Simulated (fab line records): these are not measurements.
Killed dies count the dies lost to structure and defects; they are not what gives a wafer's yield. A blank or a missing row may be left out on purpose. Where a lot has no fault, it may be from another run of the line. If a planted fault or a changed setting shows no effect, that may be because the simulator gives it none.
Matching of chambers + flow nandHarc + 3 sister chambers for NHARC_P_M1_DEP_33 on pecvd-02
The step deposits SiCN, target thk 30 nm. 16 wafers are shown with their chamber, then 8 later ones without.

== WAFERS PAIRED WITH THEIR CHAMBERS ==
| wafer  | chamber | heaterPowerW (W) |
|--------|---------|------------------|
| L075.1 | 2       | 599              |
| L075.4 | 2       | 589              |
| L075.5 | 1       | 495              |
| L076.1 | 1       | 561              |
| L076.3 | 0       | 485              |
| L076.5 | 0       | 486              |
| L078.4 | 2       | 608              |
| L078.5 | 1       | 559              |
| L078.6 | 0       | 543              |
| L085.2 | 0       | 497              |
| L085.3 | 1       | 450              |
| L085.5 | 0       | 491              |
| L085.1 | 2       | 590              |
| L085.4 | 1       | 451              |
| L085.6 | 2       | 590              |
| L089.2 | 2       | 640              |

SIGNATURES, as means of the wafers listed above
| reading      | chamber 0 | chamber 1 | chamber 2 | scatter within a chamber |
|--------------|-----------|-----------|-----------|--------------------------|
| heaterPowerW | 500.40    | 503.20    | 602.67    | 35.5                     |
Rule: distance of a wafer from a chamber = root of the sum over the readings of ((wafer's reading minus chamber's mean) / reading's scatter) squared. The wafer belongs to the nearest chamber; if the next one is less than 2 further off, it can't be placed. The scatter: the root of (the sum of the squares of (reading less its chamber's mean) over the shown wafers, divided by (wafers less chambers)).

== WAFERS WITHOUT THEIR CHAMBER ==
| wafer  | heaterPowerW (W) |
|--------|------------------|
| L089.4 | 531              |
| L089.5 | 555              |
| L097.1 | 558              |
| L097.2 | 457              |
| L097.3 | 574              |
| L097.4 | 566              |
| L097.5 | 457              |
| L097.6 | 571              |

== WHICH CHAMBER EACH WENT THROUGH ==
| wafer  | from the rows above          | in truth |
|--------|------------------------------|----------|
| L089.4 | can't be placed: 1 or 0 or 2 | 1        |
| L089.5 | can't be placed: 2 or 1 or 0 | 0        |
| L097.1 | can't be placed: 2 or 1 or 0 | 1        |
| L097.2 | can't be placed: 0 or 1      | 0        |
| L097.3 | can't be placed: 2 or 1 or 0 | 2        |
| L097.4 | can't be placed: 2 or 1 or 0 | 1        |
| L097.5 | can't be placed: 0 or 1      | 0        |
| L097.6 | can't be placed: 2 or 1 or 0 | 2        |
Correct placement for 0 of the 8. Can't be placed from these rows: 8 (the true chamber is among the candidates in 8). Wrongly placed: 0.
